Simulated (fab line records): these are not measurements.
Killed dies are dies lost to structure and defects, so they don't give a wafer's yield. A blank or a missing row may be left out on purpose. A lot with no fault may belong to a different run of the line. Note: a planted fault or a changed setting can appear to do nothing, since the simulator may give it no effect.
Which tool was responsible? ; flow nand harc ; 72 wafers from 24 lots sampled at 6 of the route's 1302 steps

== WHAT THE GAUGES READ, wafer by wafer ==
NHARC_A_ONON_D2_THK_MEAS_02: measures by ellipsometry. Usual: thk nm reads 1000 nm (standard deviation 8.2).
lot;measured;on;thk nm (nm);flag
L074;day 12 02:28;film metro-02;1002 1001 1001;
L075;day 12 23:14;film metro-02;1017 1018 1017;
L076;day 13 08:29;film metro-02;995 994 995;
L078;day 13 16:52;film metro-02;1001 999 1000;
L077;day 14 00:58;film metro-02;1001 1003 1000;
L079;day 14 00:58;film metro-01;995 995 997;
L081;day 14 23:44;film metro-01;995 993 993;
L080;day 15 05:48;film metro-01;1007 1007 1007;
L082;day 16 01:19;film metro-02;999 998 997;
L083;day 16 05:42;film metro-01;1001 1000 1001;
L084;day 16 01:18;film metro-01;999 1001 999;
L085;day 16 20:19;film metro-01;988 987 989;
L086;day 16 20:20;film metro-01;993 993 992;
L087;day 17 18:09;film metro-02;1014 1015 1017;
L089;day 18 20:44;film metro-01;1010 1009 1009;
L088;day 18 19:20;film metro-02;990 991 990;
L090;day 19 05:45;film metro-02;1000 999 998;
L091;day 19 06:05;film metro-02;1008 1009 1008;
L092;day 20 02:37;film metro-02;996 999 998;
L093;day 20 09:23;film metro-01;983 983 981;
L094;day 21 01:16;film metro-02;1005 1007 1007;
L095;day 21 01:16;film metro-01;992 991 989;
L096;day 21 20:23;film metro-02;1002 1002 1002;
L097;day 22 07:14;film metro-02;1007 1006 1007;

NHARC_A_ONON_D2_THK_MEAS_11: measures by ellipsometry. Usual: thk nm reads 1000 nm (standard deviation 12).
lot;measured;on;thk nm (nm);flag
L074;day 12 04:09;film metro-02;1022 1020 1020;
L075;day 13 00:55;film metro-01;986 989 989;
L076;day 13 10:10;film metro-01;994 992 994;
L078;day 13 18:35;film metro-02;982 982 983;
L077;day 14 02:40;film metro-02;987 989 989;
L079;day 14 02:40;film metro-01;985 985 985;
L081;day 15 01:27;film metro-01;988 990 989;
L080;day 15 07:31;film metro-02;1015 1014 1014;
L082;day 16 02:59;film metro-01;1006 1007 1004;
L083;day 16 07:25;film metro-02;1005 1004 1005;
L084;day 16 03:00;film metro-02;1006 1005 1007;
L085;day 16 22:01;film metro-01;1011 1011 1010;
L086;day 16 22:01;film metro-01;1011 1010 1010;
L087;day 17 19:51;film metro-01;1001 1001 1003;
L089;day 18 22:26;film metro-01;1005 1006 1005;
L088;day 18 21:02;film metro-02;989 989 991;
L090;day 19 07:26;film metro-02;1003 1000 1001;
L091;day 19 07:47;film metro-01;1011 1012 1012;
L092;day 20 04:19;film metro-02;1018 1020 1018;
L093;day 20 11:05;film metro-01;996 996 996;
L094;day 21 02:57;film metro-01;1011 1008 1008;
L095;day 21 02:59;film metro-02;1006 1007 1006;
L096;day 21 22:14;film metro-01;974 972 972;
L097;day 22 08:56;film metro-01;993 993 993;

NHARC_A_ONON_D2_THK_MEAS_30: measures by ellipsometry. Usual: thk nm reads 1002 nm (standard deviation 11).
lot;measured;on;thk nm (nm);flag
L074;day 12 14:41;film metro-02;1012 1013 1014;
L075;day 13 13:46;film metro-02;1008 1007 1008;
L076;day 13 20:20;film metro-02;993 995 993;
L078;day 14 05:17;film metro-02;1007 1005 1005;
L077;day 14 13:10;film metro-02;1004 1003 1004;
L079;day 14 13:13;film metro-01;996 994 995;
L081;day 15 11:58;film metro-02;988 989 990;
L080;day 15 18:06;film metro-02;998 997 997;
L082;day 16 13:35;film metro-01;981 982 981;
L083;day 16 17:40;film metro-01;1010 1009 1008;
L084;day 16 13:31;film metro-01;1009 1009 1012;
L085;day 17 09:54;film metro-01;987 987 985;
L086;day 17 09:53;film metro-02;1001 1002 1001;
L087;day 18 06:26;film metro-01;995 992 995;
L089;day 19 07:35;film metro-01;1013 1013 1014;
L088;day 19 07:36;film metro-02;1026 1023 1024;
L090;day 19 17:40;film metro-01;1003 1002 1000;
L091;day 19 17:41;film metro-02;992 993 992;
L092;day 20 16:59;film metro-01;1003 1006 1005;
L093;day 20 21:17;film metro-01;1023 1025 1021;
L094;day 21 13:48;film metro-01;1008 1007 1007;
L095;day 21 13:48;film metro-02;991 990 992;
L096;day 22 09:59;film metro-01;1003 1003 1003;
L097;day 22 19:33;film metro-01;1009 1011 1008;

NHARC_A_CHANNEL_HOLE_D2_OVL_MEAS_11. Usual: overlay x nm -0.3 nm, standard deviation 0.81; overlay y nm 0.3 nm, standard deviation 0.89.
lot;measured;on;overlay x nm (nm);overlay y nm (nm);flag
L074;day 12 18:03;overlay-02;0.8 0.4 0.6;1.1 0.5 0.1;
L075;day 13 19:42;overlay-02;-1.3 -1.7 -1.7;1.4 1.2 1.2;
L076;day 13 23:41;overlay-01;0.3 0.3 0.0;0.5 0.4 0.4;
L078;day 14 11:21;overlay-02;0.1 0.1 0.3;0.9 1.3 1.4;
L077;day 14 19:08;overlay-01;0.1 -0.5 0.0;-0.5 -0.5 -0.7;
L079;day 14 19:35;overlay-02;-0.8 -0.4 -0.8;1.5 1.7 1.2;
L081;day 15 15:11;overlay-01;-0.8 -0.8 -0.5;1.3 1.4 0.9;
L080;day 15 23:25;overlay-02;-1.2 -1.3 -1.4;-0.9 -0.6 -1.2;
L082;day 16 17:52;overlay-01;1.2 1.3 0.9;0.3 -0.6 0.3;
L083;day 17 00:44;overlay-01;-1.9 -1.9 -1.5;1.5 1.2 1.1;
L084;day 16 17:18;overlay-01;-0.9 -1.2 -0.7;-0.4 -0.4 -0.2;
L085;day 17 13:19;overlay-02;-0.4 -0.9 -0.6;-0.5 -0.1 -0.8;
L086;day 17 13:08;overlay-01;-0.4 -0.6 -0.8;-1.3 -1.4 -0.7;
L087;day 18 09:49;overlay-01;0.6 -0.3 -0.2;1.6 2.0 2.2;
L089;day 19 14:35;overlay-01;-0.2 -0.3 -0.7;0.5 1.0 0.7;
L088;day 19 15:23;overlay-02;1.3 1.4 1.3;1.0 1.4 1.2;
L090;day 19 21:01;overlay-02;0.9 0.0 0.4;0.7 -0.2 -0.2;
L091;day 19 21:10;overlay-01;0.8 1.6 0.9;0.0 0.0 -1.1;
L092;day 20 20:16;overlay-01;-0.8 -0.6 -0.6;0.7 0.5 0.4;
L093;day 21 05:18;overlay-01;-0.5 -0.1 -0.5;0.3 0.1 -0.6;
L094;day 21 17:07;overlay-01;-1.1 -0.7 -0.9;-0.6 0.3 0.1;
L095;day 21 17:16;overlay-02;0.2 0.1 0.3;-0.9 -1.3 -0.7;
L096;day 22 13:18;overlay-01;-0.4 0.4 0.2;-0.3 -0.1 -0.8;
L097;day 23 00:47;overlay-01;-0.9 -0.8 -0.9;0.9 0.5 1.1;

NHARC_A_CHANNEL_HOLE_D2_CD_MEAS_31. Usual: cd nm reads 89.9 nm (standard deviation 0.87).
lot;measured;on;cd nm (nm);flag
L074;day 13 00:52;cd sem-03;89.9 89.0 91.5;
L075;day 14 02:45;cd sem-02;90.3 91.8 91.0;
L076;day 14 06:32;cd sem-01;89.5 89.9 90.0;
L078;day 14 18:12;cd sem-02;89.1 89.8 91.1;
L077;day 15 04:28;cd sem-01;89.4 90.0 90.9;
L079;day 15 06:16;cd sem-02;91.6 89.6 88.4;
L081;day 15 22:01;cd sem-01;89.7 89.7 90.1;
L080;day 16 06:14;cd sem-03;89.2 88.9 89.7;
L082;day 17 04:16;cd sem-02;90.6 89.3 89.6;
L083;day 17 16:10;cd sem-02;88.6 91.0 89.1;
L084;day 17 00:06;cd sem-02;90.3 89.0 88.6;
L085;day 17 23:58;cd sem-02;89.7 89.9 89.4;
L086;day 17 20:49;cd sem-02;89.9 89.8 89.2;
L087;day 18 16:35;cd sem-02;91.0 91.2 90.7;
L089;day 19 22:01;cd sem-03;89.4 89.5 91.0;
L088;day 19 22:13;cd sem-03;89.2 89.0 90.0;
L090;day 20 03:50;cd sem-02;91.0 90.3 89.6;
L091;day 20 04:15;cd sem-03;90.0 91.3 91.6;
L092;day 21 03:04;cd sem-03;89.4 91.0 90.4;
L093;day 21 14:10;cd sem-03;88.1 88.0 89.4;
L094;day 21 23:55;cd sem-01;89.8 91.0 90.4;
L095;day 22 00:04;cd sem-03;89.2 90.3 91.2;
L096;day 22 20:06;cd sem-01;90.3 89.9 90.3;
L097;day 23 09:37;cd sem-03;89.3 89.1 90.7;

== WHAT TOOL EACH LOT RAN ON (gives the tool, then ch and the chambers of the sampled wafers, and finally the start) ==
lot;NHARC_A_DECK1_JOINT_ETCHBACK_00
L074;rie si-06 ch 0,1,3, day 11 02:56
L075;rie si-03 ch 1,3, day 11 21:47
L076;rie si-06 ch 0,1,2, day 12 08:11
L078;rie si-06 ch 0,3, day 12 17:08
L077;rie si-03 ch 0,2, day 13 00:44
L079;rie si-06 ch 1,2,3, day 13 04:07
L081;rie si-06 ch 0,1,2, day 14 01:59
L080;rie si-03 ch 0,1, day 14 05:17
L082;rie si-05 ch 0,1, day 15 00:28
L083;rie si-05 ch 0,1,2, day 15 04:01
L084;rie si-06 ch 0,1,3, day 15 04:02
L085;rie si-06 ch 1,3, day 15 19:45
L086;rie si-03 ch 0,2,3, day 15 19:46
L087;rie si-03 ch 0,2,3, day 16 17:26
L089;rie si-05 ch 2,3, day 17 07:11
L088;rie si-03 ch 1,2,3, day 17 07:11
L090;rie si-06 ch 0,2, day 17 22:41
L091;rie si-03 ch 1,2,3, day 18 01:50
L092;rie si-03 ch 0,1,3, day 19 01:39
L093;rie si-06 ch 1,2, day 19 10:20
L094;rie si-03 ch 1,2,3, day 19 19:41
L095;rie si-06 ch 1,3, day 20 01:49
L096;rie si-05 ch 0,2,3, day 20 13:14
L097;rie si-06 ch 0,2,3, day 21 05:25
- NHARC_A_DECK1_JOINT_ETCHBACK_00: etches the open film in HBr, target depth 30 nm, time 17.4 s.

== WHAT THE TOOLS THEMSELVES READ (means of the sampled wafers that have a number; where no wafer has one, the mark that the record gives instead) ==
NHARC_A_DECK1_JOINT_ETCHBACK_00. Usual: drypump motor current A 6.0 A, standard deviation 0.41; hbr flow sccm 150.1 sccm, standard deviation 0.44; oes product au 0.999 a.u., standard deviation 0.0072; throttle valve pct 23.267 %, standard deviation 0.0094.
lot;tool;drypump motor current A (A);hbr flow sccm (sccm);oes product au (a.u.);throttle valve pct (%);flag
L074;rie si-06;5.9;150.2;0.999;23.271;
L075;rie si-03;5.6;150.0;0.995;23.254;
L076;rie si-06;5.9;150.3;0.999;23.271;
L078;rie si-06;5.7;149.9;0.997;23.264;
L077;rie si-03;6.5;150.2;1.003;23.264;
L079;rie si-06;6.0;150.2;0.999;23.264;
L081;rie si-06;6.0;150.1;0.994;23.265;
L080;rie si-03;6.2;150.2;0.991;23.261;
L082;rie si-05;5.8;150.7;0.994;23.255;
L083;rie si-05;5.7;150.3;0.994;23.263;
L084;rie si-06;5.9;149.8;0.999;23.274;
L085;rie si-06;5.9;150.0;1.003;23.261;
L086;rie si-03;6.3;149.7;0.999;23.267;
L087;rie si-03;6.3;149.8;1.000;23.273;
L089;rie si-05;6.2;150.0;1.004;23.256;
L088;rie si-03;5.9;149.7;1.000;23.266;
L090;rie si-06;5.8;150.1;1.000;23.258;
L091;rie si-03;5.9;150.2;1.005;23.268;
L092;rie si-03;6.1;150.0;0.997;23.267;
L093;rie si-06;6.1;150.1;1.009;23.270;
L094;rie si-03;5.9;149.6;0.997;23.272;
L095;rie si-06;6.0;149.8;1.008;23.269;
L096;rie si-05;6.2;150.6;0.998;23.265;
L097;rie si-06;5.9;149.6;0.996;23.268;

== THE ANSWER, worked out from the rows above alone ==
Rule: a lot counts as off when the mean over its wafers that have a number is more than 3 standard deviations away from the usual mean. A lot without any number at a reading at which 4 lots or more have one is off too. Where the step has rows for the other lots, those lots are counted as sound. After the gauges, taken in route order, come the tools' own readings; for these a lot's mean is taken, as printed above. The first step at which some lot is off is used, and at that step the reading that is off furthest; a lot without a number counts as furthest.
None of the lots is off at any reading shown; this tells nothing.

== WHAT HAD BEEN PUT IN BY THE SIMULATOR ==
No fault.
